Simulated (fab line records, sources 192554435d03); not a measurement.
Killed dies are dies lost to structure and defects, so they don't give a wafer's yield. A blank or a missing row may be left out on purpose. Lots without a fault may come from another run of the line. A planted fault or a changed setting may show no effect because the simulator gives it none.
Problem report in the 8D (eight disciplines) form, filled by code | flow n5_finfet | the parts of the form that need people (team, actions taken, sign-off) are left out

1. THE PROBLEM
spin_speed_rpm at N5_BEOL_M14_COAT_58 reads a mean of 2227.6 rpm on 6 wafers of 2 lots; wafers without a fault read 1500.0 rpm with a standard deviation of 0.9. That is +99 or more standard deviations from the usual mean.
The step: time 60 s, resist thk 89 nm.
First seen on wafer L130.1, day 15 21:50, on litho_track-03. The record holds 30 wafers of 10 lots with a number at this step. Rule for "out", or "out of limits": more than 4 standard deviations from the usual mean. The other wafers with a number count as sound.

2. WHAT IT IS AND WHAT IT IS NOT
question                    | is                     | is not
which readings at this step | spin_speed_rpm         | plate_temp_C
which lots                  | L130, L131             | L112, L115, L116, L122, L125, L126, L127, L128
which wafers of those lots  | all that have a number | -
read on which tools         | litho_track-03         | litho_track-01, litho_track-04
when                        | from day 15 21:50      | up to then (24 sound wafers)

3. SUSPECTS, AND WHAT RULES EACH OUT
Counting: a tool at a process step up to the reading stays a suspect if it ran every lot that is out and no sound lot after the first of them.
- rie_diel-01 at N5_BEOL_M13_ETCH_38 (etches SiCN in CF4/N2, target depth 67.5 nm, time 71.9 s): kept. It ran every lot that is out, first L130 (day 15 19:30), and no sound lot after that; its last sound lot up to then is L127 (day 15 10:15).
- cmp-02 at N5_BEOL_M13_CMP_49 (polishes, stops on SiOC, t overpolish 17.1 s, target thk 420 nm): kept. It ran every lot that is out, first L130 (day 15 21:07), and no sound lot after that; its last sound lot up to then is L127 (day 15 11:42).
- litho_track-03 at N5_BEOL_M14_COAT_58 (time 60 s, resist thk 89 nm): kept. It ran every lot that is out, first L130 (day 15 21:50), and no sound lot after that; its last sound lot up to then is L125 (day 14 20:07). Its own readings are out on those wafers: spin_speed_rpm.
Left after counting: rie_diel-01 at N5_BEOL_M13_ETCH_38, cmp-02 at N5_BEOL_M13_CMP_49, litho_track-03 at N5_BEOL_M14_COAT_58.

4. THE CAUSE (what the simulator had put in)
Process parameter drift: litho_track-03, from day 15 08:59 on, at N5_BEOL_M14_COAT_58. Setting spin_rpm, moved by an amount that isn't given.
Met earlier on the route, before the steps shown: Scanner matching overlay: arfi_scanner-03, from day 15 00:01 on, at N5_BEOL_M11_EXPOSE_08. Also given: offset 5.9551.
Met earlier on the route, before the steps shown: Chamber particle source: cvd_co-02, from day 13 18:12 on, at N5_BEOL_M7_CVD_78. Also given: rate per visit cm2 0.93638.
Counting left 3 suspects, and this tool is among them.

5. THE CHAIN OF EFFECTS, in route order
Each row: a reading whose mean over the struck wafers that have a number lies more than 3 standard deviations from the usual. Only readings for which the record gives a usual standard deviation are gone through. hours: the time from each lot's start at the first step in this table that gives one to its start at this step, as a median over the lots. sigmas: the change in usual standard deviations.
hours | step                    | reading              | usual      | on struck wafers | change | sigmas
0     | N5_BEOL_M14_COAT_58     | spin_speed_rpm       | 1500.0 rpm | 2227.6           | +727.6 | +99 or more
29    | N5_PASSIVATION_PROBE_49 | defect_limited_yield | 90.9 %     | 82.9             | -8.0   | -5.4
29    | N5_PASSIVATION_PROBE_49 | killed_at_M4_up      | 13         | 120              | +107   | +24
29    | N5_PASSIVATION_PROBE_49 | killed_dies          | 107        | 202              | +95    | +5.3
29    | N5_PASSIVATION_PROBE_49 | sort_bin_5_function  | 5.3 %      | 10.6             | +5.3   | +4.8
29    | N5_PASSIVATION_PROBE_49 | sort_n_pass          | 1073       | 978              | -95    | -5.3
29    | N5_PASSIVATION_PROBE_49 | sort_yield_pct       | 90.9 %     | 82.9             | -8.0   | -5.4
The process steps in it:
- N5_BEOL_M14_COAT_58: time 60 s, resist thk 89 nm.
- N5_PASSIVATION_PROBE_49

6. WHAT WOULD HAVE CAUGHT IT SOONER
In this record the first reading out of limits was taken at day 15 21:50, 13 hours after the fault began at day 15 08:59.
